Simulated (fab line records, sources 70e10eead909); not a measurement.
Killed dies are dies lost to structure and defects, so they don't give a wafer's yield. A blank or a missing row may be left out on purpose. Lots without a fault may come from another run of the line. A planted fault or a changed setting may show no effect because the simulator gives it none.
Chamber matching | flow nand_harc | NHARC_A_WL_FILL_ALD_00 on ald_hk-02: 4 sister chambers
The step deposits Al2O3, target thk 3 nm, pulse time 3 s, ald cycles 30. 14 wafers are shown with their chamber, then 6 later ones without.

WAFERS WITH THEIR CHAMBER
wafer  | chamber | heater_power_w (W) | precursor_pulse_height_rel
L801.3 | 2       | 433                | 1.023
L801.4 | 1       | 550                | 0.974
L801.5 | 3       | 455                | 1.030
L804.1 | 0       | 462                | 0.959
L804.2 | 2       | 435                | 0.991
L804.4 | 1       | 517                | 0.981
L805.2 | 1       | 538                | 1.004
L805.4 | 2       | 450                | 1.000
L805.5 | 3       | 443                | 0.984
L812.2 | 2       | 436                | 0.989
L812.3 | 1       | 533                | 0.982
L812.6 | 0       | 469                | 1.003
L816.2 | 2       | 446                | 0.995
L816.6 | 1       | 538                | 0.967

SIGNATURES (means of the wafers above)
reading                    | chamber 0 | chamber 1 | chamber 2 | chamber 3 | scatter within a chamber
heater_power_w             | 465.50    | 535.20    | 440.00    | 449.00    | 9.45
precursor_pulse_height_rel | 0.98100   | 0.98160   | 0.99960   | 1.00700   | 0.0189
Rule: a wafer's distance from a chamber is the root of the sum, over the readings, of the square of ((its reading less the chamber's mean) divided by the reading's scatter). The wafer belongs to the nearest chamber; if the next one is less than 2 further off, it can't be placed. The scatter: the root of (the sum of the squares of (reading less its chamber's mean) over the shown wafers, divided by (wafers less chambers)).

WAFERS WITHOUT THEIR CHAMBER
wafer  | heater_power_w (W) | precursor_pulse_height_rel
L822.2 | 545                | 1.004
L822.3 | 475                | 0.959
L822.6 | 425                | 1.041
L823.2 | 486                | 0.990
L823.4 | 550                | 0.984
L823.6 | 531                | 1.011

WHICH CHAMBER EACH WENT THROUGH
wafer  | from the rows above     | in truth
L822.2 | 1                       | 1
L822.3 | 0                       | 0
L822.6 | can't be placed: 2 or 3 | 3
L823.2 | can't be placed: 0 or 3 | 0
L823.4 | 1                       | 1
L823.6 | 1                       | 1
Placed correctly: 4 of 6. Can't be placed from these rows: 2 (the true chamber is among the candidates in 2). Placed wrongly: 0.
